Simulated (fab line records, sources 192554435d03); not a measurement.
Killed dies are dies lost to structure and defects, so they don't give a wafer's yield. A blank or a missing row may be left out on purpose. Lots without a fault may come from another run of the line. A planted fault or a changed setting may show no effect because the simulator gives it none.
Which tool did it? | flow n5_finfet | 11 lots, 33 wafers sampled, at 2 steps of a route of 1938

WHAT THE GAUGES READ, wafer by wafer
N5_BEOL_M1_INSPECT_13: inspects for defects (brightfield).
lot  | measured     | on                | raw_defect_count
L076 | day 6 10:08  | defect_inspect-01 | 399 334 329
L077 | day 6 19:25  | defect_inspect-01 | 425 403 332
L080 | day 7 20:23  | defect_inspect-02 | 295 321 387
L082 | day 8 06:31  | defect_inspect-01 | 541 502 418
L084 | day 8 16:34  | defect_inspect-01 | 404 365 460
L087 | day 9 09:00  | defect_inspect-01 | 375 413 472
L088 | day 9 23:20  | defect_inspect-02 | 587 506 571
L091 | day 10 09:55 | defect_inspect-01 | 350 371 613
L093 | day 10 21:01 | defect_inspect-02 | 596 422 480
L095 | day 11 10:47 | defect_inspect-02 | 298 415 318
L097 | day 11 22:53 | defect_inspect-02 | 330 259 235

WHICH TOOL RAN EACH LOT (tool, then ch and the chambers of the sampled wafers, then the start)
lot  | N5_BEOL_M0_DEP_125
L076 | pecvd-02 ch 1,2, day 6 08:55
L077 | pecvd-03 ch 0,1,2, day 6 15:17
L080 | pecvd-03 ch 0,2, day 7 18:55
L082 | pecvd-03 ch 0,1,2, day 8 03:34
L084 | pecvd-02 ch 0,1,2, day 8 14:38
L087 | pecvd-02 ch 1,2, day 9 07:21
L088 | pecvd-02 ch 0,1,2, day 9 20:40
L091 | pecvd-03 ch 0, day 10 08:35
L093 | pecvd-03 ch 0,1,2, day 10 20:02
L095 | pecvd-03 ch 0,1,2, day 11 06:00
L097 | pecvd-02 ch 0,1,2, day 11 21:16
- N5_BEOL_M0_DEP_125: deposits SiCN from 3MS/NH3, target thk 8 nm, time 14 s.

THE ANSWER, worked out from the rows above alone
Rule: what is usual is taken from the lots themselves. Put in order of their means at a reading, lots are off if they are a third of the lots or fewer, leave a main group of 4 or more, and stand apart from it by a gap of 3 or more times the standard deviation of the main group's means; of several such gaps the widest counts. A main group whose means are all the same, to the digits that the tables above print for the reading, isn't used. A lot without any number at a reading at which 4 lots or more have one is off too. The other lots that the step has rows for count as sound.
No lot is off at any reading shown: from this, nothing can be told.

WHAT THE SIMULATOR HAD PUT IN
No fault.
